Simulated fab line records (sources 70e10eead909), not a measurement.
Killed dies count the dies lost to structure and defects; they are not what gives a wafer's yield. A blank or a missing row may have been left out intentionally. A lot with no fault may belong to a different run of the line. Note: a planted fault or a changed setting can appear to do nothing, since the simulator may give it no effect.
Chamber matching    flow nand harc    NHARC_P_M2_DEP_33 on pecvd-01: 3 sister chambers
The step deposits SiCN, target thk 30 nm. 14 wafers are shown with their chamber, then 7 later ones without.

== WAFERS PAIRED WITH THEIR CHAMBERS ==
wafer   chamber  heater power w (W)
L612.2  0        648
L612.4  2        521
L612.6  1        538
L613.4  0        551
L613.5  1        550
L613.6  2        416
L614.1  2        483
L614.2  1        450
L614.4  1        443
L617.2  0        657
L617.4  1        558
L617.6  0        668
L622.1  0        621
L622.2  2        463

SIGNATURES, as means of the wafers listed above
reading         chamber 0  chamber 1  chamber 2  scatter within a chamber
heater power w  629.00     507.80     470.75     49.8
Rule: for a wafer and a chamber, the distance is found by dividing, reading by reading, the gap between the wafer's reading and the chamber's mean by the reading's scatter, squaring, summing and taking the root. If the next closest chamber is less than 2 further off than the closest, the wafer can't be placed; otherwise it belongs to the closest. The scatter: take each reading less its chamber's mean, square it, sum over the shown wafers, divide by the number of wafers less the number of chambers, and take the root.

== WAFERS WITH NO CHAMBER GIVEN ==
wafer   heater power w (W)
L622.4  601
L623.3  536
L623.5  511
L623.6  644
L628.1  620
L628.2  491
L628.6  466

== THE CHAMBER EACH PASSED THROUGH ==
wafer   from the rows above           in truth
L622.4  can't be placed: 0 or 1       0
L623.3  can't be placed: 1 or 2 or 0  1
L623.5  can't be placed: 1 or 2       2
L623.6  0                             0
L628.1  0                             0
L628.2  can't be placed: 1 or 2       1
L628.6  can't be placed: 2 or 1       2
Correct placement for 2 of the 7. Cannot be placed on the basis of these rows: 5; the candidates contain the true chamber in 5. Wrongly placed: 0.
